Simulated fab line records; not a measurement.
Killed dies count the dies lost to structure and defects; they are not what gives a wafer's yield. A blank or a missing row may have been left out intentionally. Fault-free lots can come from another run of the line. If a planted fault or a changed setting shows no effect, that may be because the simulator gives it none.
A struck lot beside a sound one + flow nandHarc + 14 out of 1159 route steps
Sound: these wafers, L721.3, L721.4, L721.6. Struck: wafer L707.4 (left out: L707.1, a lot-mate that was not struck); the cause follows at the end.
Per side, at each step with rows, come the tool, then ch with its chambers, and then its first start. Under that, the readings that differ: sound wafers + struck wafers + difference of the means + sigmas: that difference in standard deviations of wafers without a fault.
alike: words and numbers the same on both sides, and readings whose means are apart by under 2 such deviations; not compared: readings that were withheld, readings missing a value for some wafer, numbers with overlapping values and no deviation given by the record, and bounds like >300 which may hide the same value.
Wherever a step has rows on one side only, a row that says differs or no value, or a row with sigmas, the two part there. Non-overlapping numbers with no deviation appear without sigmas and do not part them. A reading missing from all wafers of one side parts the sides only when that side holds two or more wafers.

first, 5 steps without rows for these wafers: NHARC_A_CONTACT_ETCH_112 (etches the open film in C4F8/O2/Ar, time 94 s, target depth 922 nm); NHARC_A_CONTACT_ETCH_113 (etches the open film in C4F8/O2/Ar, time 94 s, target depth 922 nm); NHARC_A_CONTACT_ETCH_114 (etches the open film in C4F8/O2/Ar, time 94 s, target depth 922 nm); NHARC_A_CONTACT_ETCH_115 (etches the open film in C4F8/O2/Ar, time 94 s, target depth 922 nm); NHARC_A_CONTACT_ETCH_116 (etches the open film in C4F8/O2/Ar, time 94 s, target depth 922 nm).
NHARC_A_CONTACT_ETCH_117: etches the open film in C4F8/O2/Ar, time 94 s, target depth 922 nm.
  sound on harCapEtch-02 ch 0,1, day 21 22:55; struck on harCapEtch-02 ch 0, day 18 20:34
  alike: chamberPressureMTorr
  not compared: rfHoursCounterH, runLengthS
NHARC_A_CONTACT_ETCH_118: etches the open film in C4F8/O2/Ar, time 94 s, target depth 922 nm.
  sound on harCapEtch-02 ch 0,1, day 21 23:01; struck on harCapEtch-02 ch 0, day 18 20:40
  alike: chamberPressureMTorr
  not compared: rfHoursCounterH, runLengthS
then, 1 step without rows for these wafers: NHARC_A_CONTACT_ETCH_119 (etches the open film in C4F8/O2/Ar, time 94 s, target depth 922 nm).
NHARC_A_CONTACT_ETCH_120: etches the open film in C4F8/O2/Ar, time 94 s, target depth 922 nm.
  sound on harCapEtch-02 ch 0,1, day 21 23:11; struck on harCapEtch-02 ch 0, day 18 20:50
  alike: chamberPressureMTorr
  not compared: rfHoursCounterH, runLengthS
then, 1 step without rows for these wafers: NHARC_A_CONTACT_ETCH_121 (etches the open film in C4F8/O2/Ar, time 94 s, target depth 922 nm).
NHARC_A_CONTACT_ETCH_122: etches the open film in C4F8/O2/Ar, time 95 s, target depth 930 nm.
  sound on harCapEtch-02 ch 0,1, day 21 23:23; struck on harCapEtch-02 ch 0, day 18 21:01
  alike: chamberPressureMTorr
  not compared: rfHoursCounterH, runLengthS
NHARC_A_CONTACT_ETCH_123: etches the open film in C4F8/O2/Ar, time 253 s, target depth 1090 nm.
  sound on harCapEtch-02 ch 0,1, day 21 23:32; struck on harCapEtch-02 ch 0, day 18 21:09
  alike: chamberPressureMTorr, runLengthS
  not compared: rfHoursCounterH
NHARC_A_CONTACT_ETCH_90: etches the open film in CH3F/O2, target depth 40 nm, time 85.7 s.
  sound on rieDiel-10 ch 0,1, day 22 00:02; struck on rieDiel-10 ch 3, day 18 21:43
| reading             | sound             | struck | difference | sigmas |
|---------------------|-------------------|--------|------------|--------|
| oesProductAu (a.u.) | 1.00 1.01 1.01    | 0.92   | -0.09      | -2     |
| runLengthS (s)      | 106.5 107.4 106.5 | 79.2   | -27.6      | -73    |
  alike: chamberPressureMTorr, drypumpMotorCurrentA, rfVppV, showerheadPlenumPTorr, throttleValvePct
  not compared: rfFwdPowerW, rfHoursCounterH
then, 1 step without rows for these wafers: NHARC_A_CONTACT_ETCH_96 (etches the open film in C4F6/O2, target depth 20 nm, time 10 s).

== WHERE THEY PART ==
Only at NHARC_A_CONTACT_ETCH_90, within this record.

WHY: the cause the simulator had injected
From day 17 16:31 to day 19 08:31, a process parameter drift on rieDiel-10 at NHARC_A_CONTACT_ETCH_90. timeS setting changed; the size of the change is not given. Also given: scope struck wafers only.
